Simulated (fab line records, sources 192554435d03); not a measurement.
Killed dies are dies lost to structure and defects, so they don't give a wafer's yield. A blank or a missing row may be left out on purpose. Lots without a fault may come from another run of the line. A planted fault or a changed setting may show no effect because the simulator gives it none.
Chamber matching | flow n5_finfet | N5_BEOL_M1_PRE_CLEAN_60 on cvd_co-01: 3 sister chambers
The step time 15 s. 14 wafers are shown with their chamber, then 6 later ones without.

WAFERS WITH THEIR CHAMBER
wafer  | chamber | heater_power_w (W)
L450.1 | 1       | 118
L450.4 | 0       | 76
L450.5 | 2       | 68
L455.1 | 1       | 115
L455.4 | 2       | 67
L455.5 | 1       | 118
L457.1 | 1       | 117
L457.2 | 2       | 67
L457.5 | 2       | 66
L458.3 | 2       | 68
L458.4 | 1       | 118
L458.5 | 2       | 70
L461.1 | 1       | 117
L461.4 | 1       | 117

SIGNATURES (means of the wafers above)
reading        | chamber 0 | chamber 1 | chamber 2 | scatter within a chamber
heater_power_w | 76.00     | 117.14    | 67.67     | 1.21
Rule: a wafer's distance from a chamber is the root of the sum, over the readings, of the square of ((its reading less the chamber's mean) divided by the reading's scatter). The wafer belongs to the nearest chamber; if the next one is less than 2 further off, it can't be placed. The scatter: the root of (the sum of the squares of (reading less its chamber's mean) over the shown wafers, divided by (wafers less chambers)).

WAFERS WITHOUT THEIR CHAMBER
wafer  | heater_power_w (W)
L461.5 | 75
L463.3 | 75
L463.6 | 70
L470.1 | 76
L470.2 | 65
L470.3 | 121

WHICH CHAMBER EACH WENT THROUGH
wafer  | from the rows above | in truth
L461.5 | 0                   | 0
L463.3 | 0                   | 0
L463.6 | 2                   | 2
L470.1 | 0                   | 0
L470.2 | 2                   | 2
L470.3 | 1                   | 1
Placed correctly: 6 of 6. Can't be placed from these rows: 0. Placed wrongly: 0.
